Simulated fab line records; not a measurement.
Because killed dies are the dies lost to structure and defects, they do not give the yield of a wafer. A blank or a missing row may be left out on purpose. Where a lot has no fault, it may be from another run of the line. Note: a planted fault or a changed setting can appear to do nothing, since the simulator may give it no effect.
fab line records	flow nand_harc
record: lots: 7	wafers: 19	last_day: 33
route steps=1302 shown A_SGD_CUT@916 A_SLIT@922 END@1302
lots untouched by any fault: they come from a run of this same line in which no faults occurred
start_h: hours from the record's opening day to when the first of the lot's shown wafers began	wait_h: hours from the lot's prior step to this one	" same as the row above	L1.1+2: several wafers, shown together as one row	- no value present, or no start provided	* or withheld: withheld	< > ~ a bound
route shown NAME@n: NAME is a module with steps in the file, n the number in the route of the first one	usual: mean and standard deviation over wafers with no fault	same: alike in all rows	chamber/n: place in a boat	sites: readings site by site	_std_site: the values' standard deviation	_edge_site: the outer-site mean with the inner-site mean subtracted	radius_mm: how far each site lies from the wafer's centre	mask NAME#n: copy n	behind: the most recent tool/chamber to have shaped the wafer	hold: reason for holding the lot/hours on hold/outcome of the hold	device: the n, p or np transistor that did not switch	end of line: tests of these same wafers at the route's end	a step without rows: its recipe alone	killed: the dies lost at the first sort to structure and to defects; this is not the yield of the wafer	map: a wafer's dies, marking killed ones x, the rest . and places with no die _
set.NAME: the setting as run; set.NAME@STEP: as run at that earlier step	model.NAME: the simulator's own value behind a step, which no gauge read
certain route steps with their lots: each step a table, each wafer a row
services: the hour from which a tool's chamber was out of use, counted from the record's first day as start_h (under 0 if before that day), plus the number of hours and why
== steps ==
step: NHARC_A_SGD_CUT_THK_MEAS_22
recipe: thk_meas_gauge: ellipsometry
usual: thk_nm: 148.0/1.3
lot.wafer	tool	chamber	start_h	wait_h	thk_nm
L367.1	film_metro-01	-	468.24	0.2	147.9
L367.2	"	-	"	"	149.7
L367.6	"	-	"	"	147.3
L370.1	film_metro-02	-	515.14	0.2	149.1
L370.3	"	-	"	"	149.9
L370.5	"	-	"	"	147.7
L379.4	film_metro-02	-	598.06	0.2	148.3
L379.6	"	-	"	"	148.2
L381.3	film_metro-02	-	634.49	0.2	150.0
L381.6	"	-	"	"	147.2
L382.2	film_metro-01	-	634.49	0.2	148.8
L382.3	"	-	"	"	146.9
L382.4	"	-	"	"	147.7
L384.3	film_metro-01	-	644.66	0.2	147.1
L384.4	"	-	"	"	147.8
L384.6	"	-	"	"	148.0
L387.2	film_metro-01	-	667.17	0.2	149.3
L387.4	"	-	"	"	149.1
L387.5	"	-	"	"	149.0
step: NHARC_A_SGD_CUT_SRD_23
step: NHARC_A_SGD_CUT_ETCH_26
recipe: target_depth_a: 458	chemistry: dHF	material: SiO2
step: NHARC_A_SGD_CUT_ETCHBACK_24
recipe: target_depth_a: 500	over_etch_frac: 0.3	time_s: 92.857	ion_energy_ev: 120	ch3f_flow_sccm: 50	o2_flow_sccm: 30	ar_flow_sccm: 200	rf_w: 500	bias_w: 100	chemistry: CH3F/O2
usual: drypump_motor_current_A: 5.7/0.47	oes_product_au: 0.98/0.034	rf_vpp_V: 244.6/1.7	showerhead_plenum_p_Torr: 2.48/0.11	throttle_valve_pct: 20.663/0.0083
lot.wafer	tool	chamber	start_h	wait_h	drypump_motor_current_A	oes_product_au	rf_hours_counter_h	rf_vpp_V	showerhead_plenum_p_Torr	throttle_valve_pct
L367.2	rie_diel-12	0	468.50	0.2	6.0	0.99	0	244.3	2.54	20.680
L367.1	"	1	"	"	6.3	1.01	0	246.0	2.61	20.659
L367.6	"	2	"	"	5.7	0.99	-	243.2	2.38	20.655
L370.1	rie_diel-05	2	515.37	0.2	5.8	0.94	10	245.3	2.56	20.665
L370.3	"	1	"	"	6.3	0.93	10	243.7	2.47	20.675
L370.5	"	2	"	"	5.8	0.94	-	246.5	2.56	20.643
L379.4	rie_diel-05	1	598.33	0.2	6.3	0.97	0	244.6	2.47	20.679
L379.6	"	2	"	"	5.8	1.01	-	246.0	2.56	20.661
L382.2	rie_diel-12	1	634.71	0.1	6.3	1.00	0	246.2	2.61	20.654
L382.3	"	2	"	"	5.8	0.99	0	242.7	2.38	20.667
L382.4	"	0	"	"	6.0	1.00	0	245.5	2.54	20.667
L381.3	rie_diel-05	0	634.74	0.2	5.3	0.92	4	244.8	2.52	20.672
L381.6	"	3	"	"	6.3	0.92	-	241.2	2.28	20.649
L384.3	rie_diel-02	2	644.88	0.2	5.2	0.99	6	245.9	2.51	20.669
L384.6	"	3	"	"	5.0	1.00	-	247.1	2.55	20.652
L384.4	"	1	"	"	5.1	1.02	-	241.7	2.29	20.668
L387.4	rie_diel-12	2	667.41	0.2	5.7	0.91	3	243.3	2.38	20.664
L387.2	"	0	"	"	6.0	0.92	2	246.2	2.53	20.658
L387.5	"	2	"	"	5.7	0.92	-	241.7	2.38	20.669
step: NHARC_A_SGD_CUT_STRIP_28
recipe: time_s: 20	o2_flow_sccm: 500	ar_flow_sccm: 0	bias_w: 0	chemistry: O2
usual: drypump_motor_current_A: 5.7/0.47	oes_product_au: 1.000/0.011	rf_vpp_V: 58.0/0.9	showerhead_plenum_p_Torr: 3.57/0.15	throttle_valve_pct: 17.038/0.0088
lot.wafer	tool	chamber	start_h	wait_h	drypump_motor_current_A	oes_product_au	rf_hours_counter_h	rf_vpp_V	showerhead_plenum_p_Torr	throttle_valve_pct
L367.1	rie_diel-12	1	-	-	6.3	1.007	0	58.1	3.74	17.039
L367.2	"	2	"	"	5.7	0.992	0	57.5	3.42	17.028
L367.6	"	1	"	"	6.3	1.003	-	58.1	3.74	17.052
L370.3	rie_diel-05	2	-	-	5.8	1.006	10	58.4	3.67	17.053
L370.1	"	3	"	"	6.3	0.992	8	56.2	3.28	17.032
L370.5	"	2	"	"	5.8	1.016	-	58.2	3.67	17.037
L379.4	rie_diel-05	1	-	-	6.3	0.971	0	57.8	3.54	17.051
L379.6	"	2	"	"	5.8	0.998	-	57.7	3.66	17.044
L382.2	rie_diel-12	3	-	-	5.0	0.997	0	58.7	3.70	17.037
L382.4	"	0	"	"	6.0	0.989	0	57.7	3.64	17.038
L382.3	"	1	"	"	6.3	0.996	0	57.8	3.73	17.030
L381.3	rie_diel-05	0	-	-	5.4	0.982	4	57.4	3.62	17.039
L381.6	"	2	"	"	5.8	0.992	-	59.2	3.66	17.038
L384.3	rie_diel-02	2	645.06	0.2	5.2	1.009	6	57.8	3.60	17.041
L384.4	"	1	"	"	5.1	1.018	-	59.2	3.30	17.048
L384.6	"	2	"	"	5.2	0.992	-	58.8	3.60	17.037
L387.2	rie_diel-12	2	-	-	5.7	0.991	3	58.3	3.42	17.046
L387.4	"	3	"	"	5.0	1.003	3	57.4	3.69	17.041
L387.5	"	1	"	"	6.3	0.997	-	58.8	3.73	17.023
step: NHARC_A_SGD_CUT_INSPECT_25
usual: raw_defect_count: 360/72
lot.wafer	tool	chamber	start_h	wait_h	raw_defect_count
L367.1	defect_inspect-01	-	468.72	-	420
L367.2	"	-	"	"	323
L367.6	"	-	"	"	353
L370.1	defect_inspect-02	-	515.61	-	317
L370.3	"	-	"	"	294
L370.5	"	-	"	"	353
L379.4	defect_inspect-02	-	598.54	-	364
L379.6	"	-	"	"	376
L382.2	defect_inspect-02	-	634.96	-	362
L382.3	"	-	"	"	311
L382.4	"	-	"	"	362
L381.3	defect_inspect-01	-	634.96	-	381
L381.6	"	-	"	"	377
L384.3	defect_inspect-01	-	645.16	-	208
L384.4	"	-	"	"	262
L384.6	"	-	"	"	359
L387.2	defect_inspect-02	-	667.65	-	339
L387.4	"	-	"	"	311
L387.5	"	-	"	"	312
step: NHARC_A_SLIT_DEP_25
recipe: target_thk_a: 2000	temp_c: 400	pressure_torr: 6.5	rf_w: 900	teos_flow_sccm: 161.4	flow_sccm: 2650	target_thk_nm: 200	gas: O2	material: SiO2
usual: heater_power_w: 562/110	throttle_valve_pct: 16.2/0.61
lot.wafer	tool	chamber	start_h	wait_h	heater_power_w	throttle_valve_pct
L367.1	pecvd-04	0	468.82	0.1	688	16.0
L367.2	"	1	"	"	428	15.6
L367.6	"	1	"	"	452	15.6
L370.3	pecvd-03	2	515.83	0.2	494	17.0
L370.1	"	0	"	"	663	15.3
L370.5	"	1	"	"	360	17.0
L379.4	pecvd-03	0	598.72	0.2	607	15.3
L379.6	"	2	"	"	688	16.6
L382.3	pecvd-01	2	635.06	0.1	528	16.8
L382.2	"	0	"	"	512	16.0
L382.4	"	0	"	"	527	15.8
L381.3	pecvd-03	2	635.17	0.2	627	16.9
L381.6	"	1	"	"	398	16.8
L384.3	pecvd-01	0	645.30	0.1	570	15.7
L384.4	"	1	"	"	496	16.0
L384.6	"	0	"	"	590	15.7
L387.2	pecvd-01	0	667.79	0.1	485	15.9
L387.5	"	1	"	"	490	16.0
L387.4	"	0	"	"	508	16.2
step: NHARC_A_SLIT_DEP_00
recipe: target_thk_a: 62000	temp_c: 400	material: aC
usual: throttle_valve_pct: 35.001/0.009
lot.wafer	tool	chamber	start_h	wait_h	throttle_valve_pct
L367.1	acl_dep-03	0	472.77	-	34.995
L367.2	"	0	"	"	35.003
L367.6	"	0	475.89	-	35.005
L370.1	acl_dep-01	0	520.78	-	34.983
L370.3	"	0	522.04	-	35.017
L370.5	"	0	523.30	-	35.004
L379.4	acl_dep-02	0	601.15	-	35.012
L379.6	"	0	602.41	-	35.002
L382.2	acl_dep-02	0	635.99	-	34.998
L382.3	"	0	"	"	35.012
L382.4	"	0	"	"	35.016
L381.3	acl_dep-03	0	636.76	-	35.022
L381.6	"	0	638.63	-	34.996
L384.3	acl_dep-01	0	648.02	-	34.998
L384.4	"	0	"	"	35.012
L384.6	"	0	649.88	-	35.006
L387.2	acl_dep-02	0	668.68	-	34.999
L387.4	"	0	669.93	-	35.002
L387.5	"	0	"	"	34.995
step: NHARC_A_SLIT_DEP_23
recipe: target_thk_a: 1000	target_thk_nm: 100	temp_c: 400	pressure_torr: 3.5	flow_sccm: 200	rf_w: 350	material: SiON
usual: heater_power_w: 777/90
lot.wafer	tool	chamber	start_h	wait_h	heater_power_w
L367.1	pecvd-03	0	476.54	3.1	873
L367.2	"	2	"	"	760
L367.6	"	0	"	"	875
L370.1	pecvd-03	1	524.58	3.2	631
L370.3	"	2	"	"	815
L370.5	"	2	"	"	805
L379.6	pecvd-01	2	603.17	0.1	672
L379.4	"	0	"	"	784
L382.2	pecvd-03	1	639.14	2.5	621
L382.3	"	0	"	"	822
L382.4	"	0	"	"	810
L381.3	pecvd-01	2	639.31	1.9	775
L381.6	"	0	"	"	747
L384.3	pecvd-04	0	650.58	1.9	698
L384.6	"	2	"	"	931
L384.4	"	0	"	"	721
L387.2	pecvd-01	1	671.85	2.5	749
L387.5	"	0	"	"	766
L387.4	"	1	"	"	739
step: NHARC_A_SLIT_DEHYDRATE_01
recipe: temp_c: 150	time_s: 120
step: NHARC_A_SLIT_HMDS_02
recipe: time_s: 30
step: NHARC_A_SLIT_COAT_03
recipe: spin_rpm: 1500	resist_thk_nm: 90
step: NHARC_A_SLIT_SOFTBAKE_04
recipe: temp_c: 105	time_s: 55
usual: heater_power_total_W: 188.44/0.13
lot.wafer	tool	chamber	start_h	wait_h	heater_power_total_W
L367.1	litho_track-01	0	476	-	188.75
L367.2	"	0	"	"	188.39
L367.6	"	0	"	"	188.66
L370.1	litho_track-06	0	524	-	188.28
L370.3	"	0	"	"	188.34
L370.5	"	0	"	"	188.38
L379.4	litho_track-06	0	603	-	188.39
L379.6	"	0	"	"	219.04
L382.2	litho_track-04	0	639	-	188.39
L382.3	"	0	"	"	188.67
L382.4	"	0	"	"	188.38
L381.3	litho_track-06	0	639	-	219.07
L381.6	"	0	"	"	219.21
L384.3	litho_track-06	0	650	-	219.16
L384.4	"	0	"	"	188.69
L384.6	"	0	"	"	219.26
L387.2	litho_track-01	0	672	-	188.50
L387.4	"	0	"	"	188.34
L387.5	"	0	"	"	188.44
step: NHARC_A_SLIT_EBR_05
step: NHARC_END_SORT_01
recipe: temp_c: 25
usual: killed_at_array: 53/19	killed_at_other: 0.8/1.2	killed_at_periphery: 3.7/2.3	killed_dies: 57/19	killed_open: 3.2/1.7	killed_short: 2.6/1.8
same: gross_dies: 677
lot.wafer	tool	chamber	start_h	wait_h	killed_at_array	killed_at_other	killed_at_periphery	killed_dies	killed_open	killed_short
L367.1	prober-02	0	591.48	2.5	46	0	5	51	0	2
L367.2	prober-02	0	592.29	2.8	26	0	7	33	2	4
L367.6	prober-02	0	595.50	4.0	41	0	10	51	2	3
L370.1	prober-02	0	640.79	2.5	27	1	5	33	1	3
L370.3	prober-02	0	642.40	3.1	28	2	3	33	4	2
L370.5	prober-02	0	644.01	3.7	31	0	6	37	0	0
L379.4	prober-02	0	719.19	3.5	92	0	4	96	4	4
L379.6	prober-02	0	720.83	4.1	65	1	0	66	4	1
L382.2	prober-01	0	762.36	2.8	60	0	6	66	5	8
L382.3	prober-01	0	763.15	3.1	52	0	1	53	0	5
L382.4	prober-01	0	763.95	3.4	63	1	3	67	1	2
L381.3	prober-02	0	767.89	3.1	64	1	4	69	2	5
L381.6	prober-02	0	770.34	4.1	50	0	1	51	3	2
L384.3	prober-01	0	780.77	3.1	55	1	5	61	2	2
L384.4	prober-01	0	781.55	3.3	55	0	3	58	3	2
L384.6	prober-01	0	783.11	3.9	51	2	3	56	4	2
L387.2	prober-02	0	783.81	2.8	37	4	1	42	1	1
L387.4	prober-02	0	785.41	3.4	44	1	1	46	4	0
L387.5	prober-02	0	786.21	3.7	46	3	2	51	0	3
killed by level:class
L367.1 A_CHANNEL_HOLE_D2:chamber_film_flake=33 A_CONTACT:chamber_film_flake=5 P_M0:chamber_film_flake=2 A_CHANNEL_FILL_D1:chamber_film_flake=2 A_STAIRCASE:chamber_film_flake=2 A_STAIRCASE:geometric_particle:short=1 A_M1:geometric_particle:short=1 P_ZERO_WELL:chamber_film_flake=1
L367.2 A_CHANNEL_HOLE_D2:chamber_film_flake=13 P_M0:chamber_film_flake=4 A_CONTACT:chamber_film_flake=4 P_GATE:chamber_film_flake=3 A_DECK1_JOINT:geometric_particle:short=2 A_SOURCE_PLATE:geometric_particle:open=1 A_CHANNEL_FILL_D1:geometric_particle:short=1 A_CHANNEL_FILL_D2:geometric_particle:short=1
L367.6 A_CHANNEL_HOLE_D2:chamber_film_flake=33 P_M0:chamber_film_flake=7 A_WL_FILL:geometric_particle:short=2 P_GATE:chamber_film_flake=2 A_CONTACT:chamber_film_flake=2 P_M0:geometric_particle:open=1 A_CHANNEL_FILL_D1:geometric_particle:short=1 A_DECK1_JOINT:geometric_particle:open=1
L370.1 A_CHANNEL_HOLE_D2:chamber_film_flake=10 A_CONTACT:chamber_film_flake=7 P_STI:chamber_film_flake=3 P_ZERO_WELL:chamber_film_flake=2 A_SLIT:chamber_film_flake=2 A_BONDPAD:chamber_film_flake=2 A_CHANNEL_HOLE_D1:geometric_particle:short=1 A_DECK1_JOINT:geometric_particle:short=1
L370.3 A_CHANNEL_HOLE_D2:chamber_film_flake=11 A_CHANNEL_HOLE_D1:chamber_film_flake=4 A_BONDPAD:chamber_film_flake=3 THIN_TSV:chamber_film_flake=2 P_M0:geometric_particle:open=1 A_M1:geometric_particle:open=1 A_ONON_D1:geometric_particle:open=1 A_DECK1_JOINT:geometric_particle:open=1
L370.5 A_CHANNEL_HOLE_D2:chamber_film_flake=14 A_CONTACT:chamber_film_flake=8 P_STI:chamber_film_flake=4 A_BONDPAD:chamber_film_flake=3 P_ZERO_WELL:chamber_film_flake=2 A_CHANNEL_HOLE_D1:chamber_film_flake=2 A_CHANNEL_FILL_D1:chamber_film_flake=1 A_STAIRCASE:chamber_film_flake=1
L379.4 A_CHANNEL_HOLE_D1:chamber_film_flake=32 A_SLIT:chamber_film_flake=26 A_CHANNEL_HOLE_D2:chamber_film_flake=22 P_CONTACT:chamber_film_flake=3 A_ONON_D1:geometric_particle:open=2 A_STAIRCASE:chamber_film_flake=2 P_GATE:geometric_particle:short=1 A_ONON_D1:geometric_particle:short=1
L379.6 A_SLIT:chamber_film_flake=30 A_CHANNEL_HOLE_D1:chamber_film_flake=15 A_CHANNEL_HOLE_D2:chamber_film_flake=12 A_SGD_CUT:chamber_film_flake=2 A_ONON_D1:geometric_particle:open=1 A_DECK1_JOINT:geometric_particle:open=1 A_CHANNEL_HOLE_D2:geometric_particle:short=1 A_CONTACT:geometric_particle:open=1
L382.2 A_CHANNEL_HOLE_D2:chamber_film_flake=25 A_CHANNEL_HOLE_D1:chamber_film_flake=16 A_ONON_D1:geometric_particle:short=4 A_ONON_D2:geometric_particle:short=2 A_M0:geometric_particle:open=2 P_M2:chamber_film_flake=2 A_SLIT:chamber_film_flake=2 A_STAIRCASE:chamber_film_flake=2
L382.3 A_CHANNEL_HOLE_D2:chamber_film_flake=20 A_CHANNEL_HOLE_D1:chamber_film_flake=17 A_STAIRCASE:chamber_film_flake=3 A_CONTACT:chamber_film_flake=3 A_M0:geometric_particle:short=2 A_M1:geometric_particle:short=2 A_SLIT:chamber_film_flake=2 A_ONON_D1:geometric_particle:short=1
L382.4 A_CHANNEL_HOLE_D1:chamber_film_flake=31 A_CHANNEL_HOLE_D2:chamber_film_flake=20 A_SLIT:chamber_film_flake=5 A_STAIRCASE:chamber_film_flake=4 P_M2:chamber_film_flake=2 P_M0:geometric_particle:open=1 A_CHANNEL_FILL_D2:geometric_particle:short=1 STARTING-WAFER:geometric_particle:short=1
L381.3 A_CHANNEL_HOLE_D1:chamber_film_flake=40 A_CONTACT:chamber_film_flake=8 A_WL_FILL:chamber_film_flake=5 A_SLIT:chamber_film_flake=3 A_CHANNEL_HOLE_D1:geometric_particle:short=2 P_GATE:chamber_film_flake=2 A_STAIRCASE:chamber_film_flake=2 P_M1:geometric_particle:open=1
L381.6 A_CHANNEL_HOLE_D1:chamber_film_flake=32 A_CONTACT:chamber_film_flake=6 A_SLIT:chamber_film_flake=5 A_STAIRCASE:chamber_film_flake=2 A_ONON_D1:geometric_particle:short=1 A_ONON_D2:geometric_particle:open=1 A_SGD_CUT:geometric_particle:short=1 A_WL_FILL:geometric_particle:open=1
L384.3 A_SLIT:chamber_film_flake=31 A_CHANNEL_HOLE_D2:chamber_film_flake=8 A_CHANNEL_HOLE_D1:chamber_film_flake=5 A_CONTACT:chamber_film_flake=4 A_STAIRCASE:chamber_film_flake=3 P_GATE:chamber_film_flake=2 P_CONTACT:geometric_particle:short=1 P_M0:geometric_particle:short=1
L384.4 A_SLIT:chamber_film_flake=23 A_CONTACT:chamber_film_flake=9 A_CHANNEL_HOLE_D1:chamber_film_flake=7 A_CHANNEL_HOLE_D2:chamber_film_flake=6 A_SGD_CUT:chamber_film_flake=4 A_BLC:geometric_particle:open=2 P_GATE:chamber_film_flake=2 P_M0:geometric_particle:short=1
L384.6 A_SLIT:chamber_film_flake=24 A_CHANNEL_HOLE_D1:chamber_film_flake=6 A_CONTACT:chamber_film_flake=6 A_CHANNEL_HOLE_D2:chamber_film_flake=5 A_WL_FILL:chamber_film_flake=4 A_WL_FILL:geometric_particle:open=2 P_GATE:chamber_film_flake=2 THIN_TSV:chamber_film_flake=2
L387.2 A_CHANNEL_HOLE_D2:chamber_film_flake=23 A_CONTACT:chamber_film_flake=7 THIN_TSV:chamber_film_flake=4 A_SLIT:chamber_film_flake=3 A_WL_FILL:chamber_film_flake=2 A_CHANNEL_FILL_D1:geometric_particle:short=1 A_CHANNEL_FILL_D1:geometric_particle:open=1 P_STI:chamber_film_flake=1
L387.4 A_CHANNEL_HOLE_D2:chamber_film_flake=28 A_SLIT:chamber_film_flake=5 A_STAIRCASE:chamber_film_flake=3 A_CHANNEL_FILL_D1:geometric_particle:open=2 A_CHANNEL_FILL_D1:chamber_film_flake=2 A_CONTACT:chamber_film_flake=2 P_CONTACT:geometric_particle:open=1 A_WL_FILL:geometric_particle:open=1
L387.5 A_CHANNEL_HOLE_D2:chamber_film_flake=30 A_CONTACT:chamber_film_flake=5 A_SLIT:chamber_film_flake=3 A_WL_FILL:chamber_film_flake=3 THIN_TSV:chamber_film_flake=3 P_M0:geometric_particle:short=1 A_ONON_D1:geometric_particle:short=1 A_CHANNEL_FILL_D2:geometric_particle:short=1
== services ==
tool	chamber	start_h	hours	kind
rie_diel-12	-	445.41	9.0	pm
pecvd-04	-	450.48	13.0	pm
pecvd-03	0	454.19	3.5	repair
rie_diel-02	1	456.81	6.0	repair
acl_dep-01	-	466.24	4.6	repair
rie_diel-02	-	473.42	0.6	repair
rie_diel-02	2	479.85	9.2	repair
pecvd-03	-	480.61	0.3	repair
rie_diel-05	-	490.30	0.9	repair
pecvd-01	-	492.18	13.0	pm
pecvd-04	1	503.17	1.7	repair
rie_diel-05	3	503.44	7.9	repair
pecvd-01	-	509.13	1.8	repair
litho_track-06	-	529.00	7.0	pm
pecvd-03	-	547.06	13.0	pm
pecvd-01	-	553.19	1.6	repair
pecvd-01	2	570.42	13.7	repair
pecvd-01	-	574.51	2.9	repair
rie_diel-05	-	583.66	9.0	pm
acl_dep-02	-	606.26	13.0	pm
pecvd-01	-	621.71	1.0	repair
rie_diel-12	-	622.41	9.0	pm
rie_diel-12	0	646.58	5.1	repair
pecvd-03	0	666.12	6.9	repair
== key ==
first_sign: step: NHARC_A_SLIT_SOFTBAKE_04	reading: heater_power_total_W	direction: up	sigmas: 99+	usual: *	struck: *
effect none on later readings
met_at NHARC_A_SLIT_SOFTBAKE_04
struck_wafers L379.6,L381.3,L381.6,L384.3,L384.6
tester_left_out L379,L381,L384
fault: kind: process_parameter_drift	tool: litho_track-06	chamber: -	onset_h: 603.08	steps: NHARC_A_SLIT_SOFTBAKE_04	channel: time_s	offset: *	shape: step	end_h: 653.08	scope: struck_wafers_only	acts_in: *	stated: *
tester_left_out: of these lots the tester's yield and bins aren't shown, on N5 and GAA mostly nor the transistor test; their killed dies are dies lost to structure and defects alone, not to doping, threshold or leakage, so they don't give the yield
